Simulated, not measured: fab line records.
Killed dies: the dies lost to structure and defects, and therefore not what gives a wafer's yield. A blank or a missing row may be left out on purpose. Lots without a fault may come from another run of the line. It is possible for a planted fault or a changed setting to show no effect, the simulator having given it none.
fab line records	flow nandHarc
record lots=24	wafers=72	lastDay=24
route steps=1159 shown A_SLIT@792 A_SIN_REMOVE@808 A_WL_FILL@815 A_CONTACT@842
lots that met no fault: taken from a fault-free run of the same line
startH: the number of hours between the record's first day and the start of the first shown wafer of the lot	waitH: hours from the lot's prior step to this one	" as in the row above	L1.1+2: one row covering several wafers at once	- no value, or no start was given	* or withheld: withheld	< > ~ a bound
route shown NAME@n: NAME is a module with steps in the file, n the number in the route of the first one	usual: the fault-free wafers' mean and standard deviation	same: alike in all rows	chamber/n: place in a boat	sites: readings site by site	_std_site: standard deviation across them	_edge_site: outer sites' mean less inner sites'	radiusMm: for every site, how far away it sits from the centre of the wafer	mask NAME#n: copy n	behind: the most recent tool/chamber to have shaped the wafer	hold: why the lot was held/for how many hours/how that ended	device: transistor that didn't switch, given as n, p or np	end of line: the route-end tests of the same wafers	step lacking rows: just its recipe	killed: not the wafer's yield, but the dies lost to structure and defects at the first sort	map: a wafer's dies, marking killed ones x, the rest . and places with no die _
set.NAME: the run value of the setting; set.NAME@STEP: its run value at that earlier step	model.NAME: the simulator's own value behind a step, which no gauge read
steps of the route over a sample of lots; a table a step, a row a wafer
services: a tool's chamber out of use, with start hour (startH, from the record's first day; less than 0 if before it), hours out, and reason
## steps
# step NHARC_A_SLIT_INSPECT_11
# usual rawDefectCount=22/9.5
lot.wafer	tool	chamber	startH	waitH	rawDefectCount
L074.2	defectInspect-01	-	315.50	0.0	18
L074.4	"	-	"	"	20
L074.5	"	-	"	"	22
L075.3	defectInspect-01	-	330.33	0.0	25
L075.4	"	-	"	"	28
L075.6	"	-	"	"	20
L076.2	defectInspect-02	-	343.47	0.0	26
L076.4	"	-	"	"	25
L076.5	"	-	"	"	29
L077.1	defectInspect-02	-	343.66	0.0	5
L077.2	"	-	"	"	7
L077.4	"	-	"	"	11
L078.3	defectInspect-01	-	345.43	0.0	9
L078.4	"	-	"	"	14
L078.5	"	-	"	"	9
L079.1	defectInspect-01	-	359.82	0.0	28
L079.5	"	-	"	"	24
L079.6	"	-	"	"	18
L081.2	defectInspect-02	-	360.77	0.0	16
L081.3	"	-	"	"	14
L081.6	"	-	"	"	9
L080.3	defectInspect-02	-	361.90	0.0	25
L080.4	"	-	"	"	24
L080.5	"	-	"	"	16
L084.1	defectInspect-01	-	379.63	0.0	12
L084.3	"	-	"	"	11
L084.6	"	-	"	"	8
L082.3	defectInspect-02	-	379.85	0.0	15
L082.4	"	-	"	"	9
L082.6	"	-	"	"	15
L083.1	defectInspect-02	-	380.99	0.0	43
L083.3	"	-	"	"	23
L083.5	"	-	"	"	25
L085.3	defectInspect-02	-	393.02	0.0	15
L085.4	"	-	"	"	10
L085.5	"	-	"	"	14
L086.2	defectInspect-01	-	393.20	0.1	41
L086.4	"	-	"	"	30
L086.6	"	-	"	"	35
L087.2	defectInspect-02	-	404.86	0.0	18
L087.5	"	-	"	"	13
L087.6	"	-	"	"	13
L088.1	defectInspect-02	-	405.03	0.0	29
L088.4	"	-	"	"	28
L088.5	"	-	"	"	23
L090.1	defectInspect-02	-	410.66	0.0	10
L090.2	"	-	"	"	16
L090.6	"	-	"	"	16
L089.1	defectInspect-02	-	411.37	0.0	39
L089.2	"	-	"	"	18
L089.4	"	-	"	"	29
L091.1	defectInspect-01	-	433.37	0.0	11
L091.2	"	-	"	"	16
L091.5	"	-	"	"	16
L092.1	defectInspect-01	-	433.53	0.0	29
L092.3	"	-	"	"	32
L092.5	"	-	"	"	39
L094.1	defectInspect-02	-	433.68	0.0	39
L094.5	"	-	"	"	37
L094.6	"	-	"	"	37
L093.1	defectInspect-02	-	435.32	0.0	14
L093.2	"	-	"	"	16
L093.6	"	-	"	"	19
L096.2	defectInspect-01	-	439.47	0.0	31
L096.4	"	-	"	"	38
L096.6	"	-	"	"	47
L095.1	defectInspect-02	-	440.14	0.0	22
L095.4	"	-	"	"	15
L095.5	"	-	"	"	26
L097.1	defectInspect-01	-	449.57	0.0	19
L097.2	"	-	"	"	19
L097.4	"	-	"	"	15
# step NHARC_A_SIN_REMOVE_INSPECT_04
# usual rawDefectCount=300/80
lot.wafer	tool	chamber	startH	waitH	rawDefectCount
L074.2	defectInspect-01	-	326.55	0.0	234
L074.4	"	-	"	"	250
L074.5	"	-	"	"	213
L075.3	defectInspect-01	-	342.20	0.0	339
L075.4	"	-	"	"	393
L075.6	"	-	"	"	368
L077.1	defectInspect-02	-	356.99	0.0	306
L077.2	"	-	"	"	375
L077.4	"	-	"	"	296
L078.3	defectInspect-01	-	356.99	0.0	243
L078.4	"	-	"	"	294
L078.5	"	-	"	"	325
L076.2	defectInspect-02	-	357.00	0.0	270
L076.4	"	-	"	"	341
L076.5	"	-	"	"	318
L079.1	defectInspect-02	-	371.02	0.0	259
L079.5	"	-	"	"	190
L079.6	"	-	"	"	242
L080.3	defectInspect-01	-	371.02	0.0	257
L080.4	"	-	"	"	288
L080.5	"	-	"	"	247
L081.2	defectInspect-02	-	371.03	0.0	285
L081.3	"	-	"	"	245
L081.6	"	-	"	"	263
L083.1	defectInspect-02	-	392.35	0.0	355
L083.3	"	-	"	"	373
L083.5	"	-	"	"	297
L082.3	defectInspect-01	-	392.36	0.0	318
L082.4	"	-	"	"	312
L082.6	"	-	"	"	355
L084.1	defectInspect-02	-	392.39	0.0	299
L084.3	"	-	"	"	323
L084.6	"	-	"	"	239
L085.3	defectInspect-02	-	404.14	0.0	268
L085.4	"	-	"	"	348
L085.5	"	-	"	"	323
L086.2	defectInspect-01	-	404.14	0.0	293
L086.4	"	-	"	"	330
L086.6	"	-	"	"	487
L088.1	defectInspect-02	-	416.14	0.0	429
L088.4	"	-	"	"	285
L088.5	"	-	"	"	364
L087.2	defectInspect-01	-	416.14	0.0	329
L087.5	"	-	"	"	231
L087.6	"	-	"	"	314
L089.1	defectInspect-01	-	421.85	0.0	272
L089.2	"	-	"	"	203
L089.4	"	-	"	"	220
L090.1	defectInspect-01	-	421.86	0.0	177
L090.2	"	-	"	"	177
L090.6	"	-	"	"	193
L091.1	defectInspect-02	-	444.81	0.0	232
L091.2	"	-	"	"	214
L091.5	"	-	"	"	166
L092.1	defectInspect-01	-	444.82	0.0	236
L092.3	"	-	"	"	316
L092.5	"	-	"	"	313
L093.1	defectInspect-02	-	444.85	0.0	233
L093.2	"	-	"	"	312
L093.6	"	-	"	"	276
L094.1	defectInspect-01	-	444.86	0.0	288
L094.5	"	-	"	"	363
L094.6	"	-	"	"	300
L096.2	defectInspect-02	-	450.59	0.0	288
L096.4	"	-	"	"	285
L096.6	"	-	"	"	256
L095.1	defectInspect-01	-	450.63	0.0	341
L095.4	"	-	"	"	288
L095.5	"	-	"	"	282
L097.1	defectInspect-02	-	463.79	0.0	256
L097.2	"	-	"	"	335
L097.4	"	-	"	"	201
# step NHARC_A_WL_FILL_ETCHBACK_05
# recipe targetDepthA=220	timeS=60	tempC=40	chemistry=Cl2/BCl3
# usual drypumpMotorCurrentA=5.7/0.66	oesProductAu=1.001/0.0079
lot.wafer	tool	chamber	startH	waitH	drypumpMotorCurrentA	oesProductAu	rfHoursCounterH
L074.2	rieMetal-03	1	334.87	0.2	5.0	1.005	1.5
L074.4	"	0	"	"	5.0	0.992	-
L074.5	"	0	"	"	5.0	0.990	-
L075.4	rieMetal-01	1	346.80	0.2	6.6	0.989	-
L075.3	"	0	"	"	6.1	1.002	-
L075.6	"	0	"	"	6.1	0.991	-
L078.4	rieMetal-01	0	361.89	0.2	6.1	1.003	-
L078.3	"	1	"	"	6.6	1.001	-
L078.5	"	1	"	"	6.6	1.009	-
L077.1	rieMetal-03	0	362.04	0.2	5.0	0.997	1.9
L077.2	"	1	"	"	5.0	1.008	1.9
L077.4	"	1	"	"	5.0	1.010	-
L076.2	rieMetal-03	0	364.73	0.2	5.0	0.996	2.2
L076.4	"	0	"	"	4.9	0.993	-
L076.5	"	0	"	"	5.0	0.996	-
L080.3	rieMetal-03	0	377.90	0.2	4.9	0.989	-
L080.4	"	1	"	"	5.0	0.995	-
L080.5	"	0	"	"	5.0	0.991	-
L079.1	rieMetal-01	0	377.98	0.4	6.1	1.005	1.5
L079.5	"	1	"	"	6.6	0.999	-
L079.6	"	0	"	"	6.1	1.001	-
L081.2	rieMetal-03	0	380.60	0.2	5.0	0.994	2.9
L081.3	"	1	"	"	5.0	1.011	-
L081.6	"	0	"	"	5.0	0.988	-
L083.1	rieMetal-02	1	398.26	0.2	6.5	0.993	0.1
L083.3	"	0	"	"	6.0	1.007	-
L083.5	"	1	"	"	6.5	0.999	-
L082.3	rieMetal-03	0	398.89	0.1	5.0	0.995	-
L082.4	"	1	"	"	5.0	1.015	-
L082.6	"	1	"	"	5.0	1.002	-
L084.1	rieMetal-01	0	400.99	0.2	6.1	0.997	2.1
L084.3	"	1	"	"	6.6	0.995	-
L084.6	"	0	"	"	6.1	0.986	-
L085.4	rieMetal-01	0	411.01	0.2	6.1	1.011	-
L085.3	"	1	"	"	6.6	1.000	-
L085.5	"	0	"	"	6.1	0.992	-
L086.2	rieMetal-03	1	414.67	0.2	5.0	0.999	3.7
L086.4	"	0	"	"	5.0	0.996	-
L086.6	"	0	"	"	5.0	0.995	-
L088.1	rieMetal-02	0	422.59	0.2	6.0	1.001	0.5
L088.4	"	0	"	"	6.0	1.008	-
L088.5	"	0	"	"	6.0	1.004	-
L087.2	rieMetal-03	0	425.41	0.2	4.9	1.002	4.0
L087.5	"	1	"	"	5.0	1.014	-
L087.6	"	0	"	"	5.0	1.004	-
L089.2	rieMetal-03	1	428.15	0.2	5.0	1.011	4.2
L089.1	"	0	"	"	5.0	0.996	4.2
L089.4	"	1	"	"	5.0	1.001	-
L090.1	rieMetal-02	0	428.34	0.4	6.0	1.019	0.9
L090.2	"	0	"	"	6.0	1.023	-
L090.6	"	0	"	"	6.0	1.001	-
L091.1	rieMetal-03	1	452.16	0.2	5.0	0.993	4.8
L091.2	"	0	"	"	4.9	0.984	4.8
L091.5	"	0	"	"	5.0	0.992	-
L092.1	rieMetal-01	0	452.61	0.2	6.1	1.007	3.4
L092.3	"	0	"	"	6.1	1.012	-
L092.5	"	1	"	"	6.6	0.997	-
L093.2	rieMetal-01	0	455.01	0.2	6.1	1.000	3.6
L093.1	"	1	"	"	6.6	0.997	3.3
L093.6	"	0	"	"	6.1	1.005	-
L094.1	rieMetal-02	0	455.43	0.2	6.0	1.005	2.1
L094.6	"	0	"	"	6.0	1.002	-
L094.5	"	1	"	"	6.5	1.002	-
L096.2	rieMetal-01	0	458.73	0.2	6.1	1.008	3.9
L096.4	"	1	"	"	6.6	1.005	-
L096.6	"	0	"	"	6.1	1.010	-
L095.1	rieMetal-02	1	459.03	0.2	6.5	0.999	1.9
L095.4	"	1	"	"	6.5	1.000	-
L095.5	"	0	"	"	6.0	1.008	-
L097.2	rieMetal-02	0	470.62	0.2	6.0	1.009	2.7
L097.1	"	1	"	"	6.5	1.014	2.3
L097.4	"	0	"	"	6.0	1.005	-
# step NHARC_A_CONTACT_DEP_28
# recipe targetThkA=36000	tempC=400	material=aC
# usual throttleValvePct=35.002/0.0093
lot.wafer	tool	chamber	startH	waitH	throttleValvePct
L074.2	aclDep-02	0	365.82	6.4	35.017
L074.4	"	0	"	"	34.997
L074.5	"	0	"	"	35.000
L075.3	aclDep-01	0	370.38	1.6	34.989
L075.4	"	0	"	"	35.006
L075.6	"	0	"	"	35.000
L076.2	aclDep-03	0	387.90	0.4	35.009
L076.4	"	0	"	"	35.000
L076.5	"	0	"	"	35.001
L078.3	aclDep-01	0	392.92	1.3	34.993
L078.4	"	0	"	"	35.003
L078.5	"	0	"	"	34.996
L077.1	aclDep-02	0	396.64	0.6	35.006
L077.2	"	0	"	"	34.993
L077.4	"	0	"	"	34.993
L080.3	aclDep-01	0	404.98	0.8	34.986
L080.4	"	0	"	"	35.012
L080.5	"	0	"	"	35.015
L081.2	aclDep-02	0	406.78	0.4	34.985
L081.3	"	0	"	"	34.993
L081.6	"	0	408.22	1.9	35.001
L079.1	aclDep-02	0	410.52	2.1	35.004
L079.5	"	0	411.98	3.5	34.993
L079.6	"	0	"	"	35.014
L083.1	aclDep-02	0	420.46	0.1	34.987
L083.3	"	0	"	"	35.006
L083.5	"	0	"	"	35.015
L082.3	aclDep-01	0	421.55	1.0	34.996
L082.4	"	0	"	"	35.001
L082.6	"	0	"	"	34.994
L084.1	aclDep-03	0	425.20	0.1	34.999
L084.3	"	0	"	"	34.999
L084.6	"	0	427.05	1.9	35.008
L085.3	aclDep-01	0	435.34	1.2	35.003
L085.4	"	0	"	"	35.006
L085.5	"	0	"	"	35.000
L086.2	aclDep-03	0	440.19	0.4	34.980
L086.4	"	0	"	"	34.993
L086.6	"	0	"	"	35.005
L088.1	aclDep-02	0	444.58	0.1	35.007
L088.4	"	0	445.67	1.2	35.010
L088.5	"	0	"	"	35.007
L087.2	aclDep-03	0	444.92	0.4	35.002
L087.5	"	0	446.03	1.5	35.016
L087.6	"	0	"	"	35.000
L090.1	aclDep-02	0	452.06	1.6	34.997
L090.2	"	0	"	"	34.993
L090.6	"	0	453.87	3.4	35.003
L089.1	aclDep-03	0	452.10	1.5	34.996
L089.2	"	0	"	"	34.993
L089.4	"	0	"	"	34.989
L091.1	aclDep-02	0	477.28	1.9	34.987
L091.2	"	0	"	"	35.011
L091.5	"	0	478.76	3.4	34.988
L092.1	aclDep-03	0	477.51	1.5	34.995
L092.3	"	0	"	"	35.002
L092.5	"	0	"	"	34.978
L094.1	aclDep-02	0	483.38	1.8	35.009
L094.5	"	0	484.84	3.3	35.016
L094.6	"	0	"	"	35.003
L093.1	aclDep-03	0	485.43	3.6	35.024
L093.2	"	0	"	"	35.027
L093.6	"	0	487.26	5.4	34.987
L096.2	aclDep-03	0	489.74	3.5	35.005
L096.4	"	0	"	"	35.008
L096.6	"	0	"	"	34.999
L095.1	aclDep-03	0	493.39	2.8	35.003
L095.4	"	0	494.49	3.9	35.013
L095.5	"	0	"	"	35.007
L097.1	aclDep-02	0	499.39	0.1	35.002
L097.2	"	0	"	"	34.992
L097.4	"	0	"	"	35.001
# step NHARC_A_CONTACT_ETCH_113
# recipe sourceW=withheld	pressureMtorr=20	biasV=3000	timeS=94	targetDepthA=9220	arFlowSccm=withheld	c4f8FlowSccm=withheld	o2FlowSccm=withheld	chemistry=C4F8/O2/Ar
lot.wafer	tool	chamber	startH	waitH	rfHoursCounterH
L074.2	harCapEtch-01	0	370.43	0.1	54
L074.4	"	0	"	"	-
L074.5	"	1	"	"	-
L075.4	harCapEtch-02	1	374.89	0.1	-
L075.3	"	0	"	"	-
L075.6	"	1	"	"	-
L076.2	harCapEtch-01	0	392.23	0.1	58
L076.4	"	0	"	"	-
L076.5	"	0	"	"	-
L078.3	harCapEtch-03	1	396.76	0.1	-
L078.4	"	0	"	"	-
L078.5	"	0	"	"	-
L077.2	harCapEtch-01	1	401.33	0.1	60
L077.1	"	0	"	"	60
L077.4	"	1	"	"	-
L080.4	harCapEtch-03	0	408.96	0.1	-
L080.3	"	1	"	"	-
L080.5	"	0	"	"	-
L081.2	harCapEtch-01	0	411.22	0.1	62
L081.3	"	0	"	"	-
L081.6	"	0	"	"	-
L079.1	harCapEtch-03	0	415.22	0.1	85
L079.5	"	1	"	"	-
L079.6	"	0	"	"	-
L083.1	harCapEtch-02	1	425.82	0.1	19
L083.3	"	1	"	"	-
L083.5	"	0	"	"	-
L082.4	harCapEtch-03	0	426.22	0.1	-
L082.3	"	1	"	"	-
L082.6	"	1	"	"	-
L084.1	harCapEtch-02	0	429.77	0.1	20
L084.3	"	0	"	"	-
L084.6	"	1	"	"	-
L085.3	harCapEtch-01	1	439.20	0.1	-
L085.4	"	0	"	"	-
L085.5	"	0	"	"	-
L086.2	harCapEtch-01	0	445.11	0.1	69
L086.4	"	0	"	"	-
L086.6	"	1	"	"	-
L087.2	harCapEtch-02	0	449.36	0.1	24
L087.5	"	0	"	"	-
L087.6	"	1	"	"	-
L088.1	harCapEtch-01	1	449.83	0.1	70
L088.4	"	1	"	"	-
L088.5	"	0	"	"	-
L090.1	harCapEtch-01	1	456.91	0.1	71
L090.2	"	0	"	"	71
L090.6	"	0	"	"	-
L089.1	harCapEtch-02	1	457.38	0.1	26
L089.2	"	0	"	"	26
L089.4	"	0	"	"	-
L091.1	harCapEtch-03	0	482.26	0.1	97
L091.2	"	1	"	"	97
L091.5	"	0	"	"	-
L092.1	harCapEtch-01	1	482.32	0.1	76
L092.3	"	1	"	"	-
L092.5	"	1	"	"	-
L094.1	harCapEtch-02	0	488.65	0.1	29
L094.5	"	1	"	"	-
L094.6	"	0	"	"	-
L093.1	harCapEtch-03	1	489.99	0.1	98
L093.2	"	0	"	"	98
L093.6	"	0	"	"	-
L096.2	harCapEtch-03	0	494.07	0.1	100
L096.4	"	1	"	"	-
L096.6	"	0	"	"	-
L095.1	harCapEtch-02	1	498.67	0.1	32
L095.4	"	1	"	"	-
L095.5	"	1	"	"	-
L097.2	harCapEtch-02	1	504.24	0.1	33
L097.1	"	0	"	"	33
L097.4	"	1	"	"	-
# step NHARC_A_CONTACT_ETCH_118
# recipe sourceW=withheld	pressureMtorr=20	biasV=3000	timeS=94	targetDepthA=9220	arFlowSccm=withheld	c4f8FlowSccm=withheld	o2FlowSccm=withheld	chemistry=C4F8/O2/Ar
lot.wafer	tool	chamber	startH	waitH	rfHoursCounterH
L074.2	harCapEtch-01	0	370.89	0.1	54
L074.4	"	0	"	"	-
L074.5	"	1	"	"	-
L075.4	harCapEtch-02	1	375.34	0.1	-
L075.3	"	0	"	"	-
L075.6	"	1	"	"	-
L076.2	harCapEtch-01	0	392.68	0.1	59
L076.4	"	0	"	"	-
L076.5	"	0	"	"	-
L078.3	harCapEtch-03	1	397.22	0.1	-
L078.4	"	0	"	"	-
L078.5	"	0	"	"	-
L077.2	harCapEtch-01	1	401.79	0.1	60
L077.1	"	0	"	"	60
L077.4	"	1	"	"	-
L080.4	harCapEtch-03	0	409.41	0.1	-
L080.3	"	1	"	"	-
L080.5	"	0	"	"	-
L081.2	harCapEtch-01	0	411.67	0.1	63
L081.3	"	0	"	"	-
L081.6	"	0	"	"	-
L079.1	harCapEtch-03	0	415.68	0.1	85
L079.5	"	1	"	"	-
L079.6	"	0	"	"	-
L083.1	harCapEtch-02	1	426.27	0.1	19
L083.3	"	1	"	"	-
L083.5	"	0	"	"	-
L082.4	harCapEtch-03	0	426.67	0.1	-
L082.3	"	1	"	"	-
L082.6	"	1	"	"	-
L084.1	harCapEtch-02	0	430.23	0.1	20
L084.3	"	0	"	"	-
L084.6	"	1	"	"	-
L085.3	harCapEtch-01	1	439.65	0.1	-
L085.4	"	0	"	"	-
L085.5	"	0	"	"	-
L086.2	harCapEtch-01	0	445.57	0.1	69
L086.4	"	0	"	"	-
L086.6	"	1	"	"	-
L087.2	harCapEtch-02	0	449.81	0.1	24
L087.5	"	0	"	"	-
L087.6	"	1	"	"	-
L088.1	harCapEtch-01	1	450.28	0.1	70
L088.4	"	1	"	"	-
L088.5	"	0	"	"	-
L090.1	harCapEtch-01	1	457.37	0.1	71
L090.2	"	0	"	"	71
L090.6	"	0	"	"	-
L089.1	harCapEtch-02	1	457.83	0.1	26
L089.2	"	0	"	"	26
L089.4	"	0	"	"	-
L091.1	harCapEtch-03	0	482.72	0.1	97
L091.2	"	1	"	"	97
L091.5	"	0	"	"	-
L092.1	harCapEtch-01	1	482.77	0.1	76
L092.3	"	1	"	"	-
L092.5	"	1	"	"	-
L094.1	harCapEtch-02	0	489.25	0.1	29
L094.5	"	1	"	"	-
L094.6	"	0	"	"	-
L093.1	harCapEtch-03	1	490.44	0.1	99
L093.2	"	0	"	"	99
L093.6	"	0	"	"	-
L096.2	harCapEtch-03	0	494.53	0.1	100
L096.4	"	1	"	"	-
L096.6	"	0	"	"	-
L095.1	harCapEtch-02	1	499.48	0.1	32
L095.4	"	1	"	"	-
L095.5	"	1	"	"	-
L097.2	harCapEtch-02	1	505.06	0.1	33
L097.1	"	0	"	"	33
L097.4	"	1	"	"	-
## services
tool	chamber	startH	hours	kind
rieMetal-01	0	313.53	21.2	repair
harCapEtch-02	0	322.00	-	clean
harCapEtch-02	1	322.00	-	clean
rieMetal-01	-	332.19	9.0	pm
rieMetal-01	1	332.19	9.0	ventCycle
rieMetal-01	0	341.19	-	clean
rieMetal-01	1	341.19	-	clean
harCapEtch-01	-	346.71	10.3	repair
aclDep-02	-	350.61	13.0	pm
harCapEtch-03	-	365.53	5.1	repair
rieMetal-01	1	376.03	1.8	repair
rieMetal-02	-	388.00	9.0	pm
harCapEtch-01	-	398.89	0.1	repair
aclDep-03	-	405.95	13.0	pm
harCapEtch-02	-	407.55	0.5	repair
rieMetal-02	1	423.75	7.4	repair
rieMetal-03	1	446.44	3.8	repair
rieMetal-03	-	453.00	9.0	pm
rieMetal-03	0	453.00	9.0	ventCycle
rieMetal-03	1	453.00	9.0	ventCycle
rieMetal-03	0	462.00	-	clean
rieMetal-03	1	462.00	-	clean
aclDep-01	-	476.86	13.0	pm
rieMetal-01	0	492.33	26.5	repair
## key
fault none
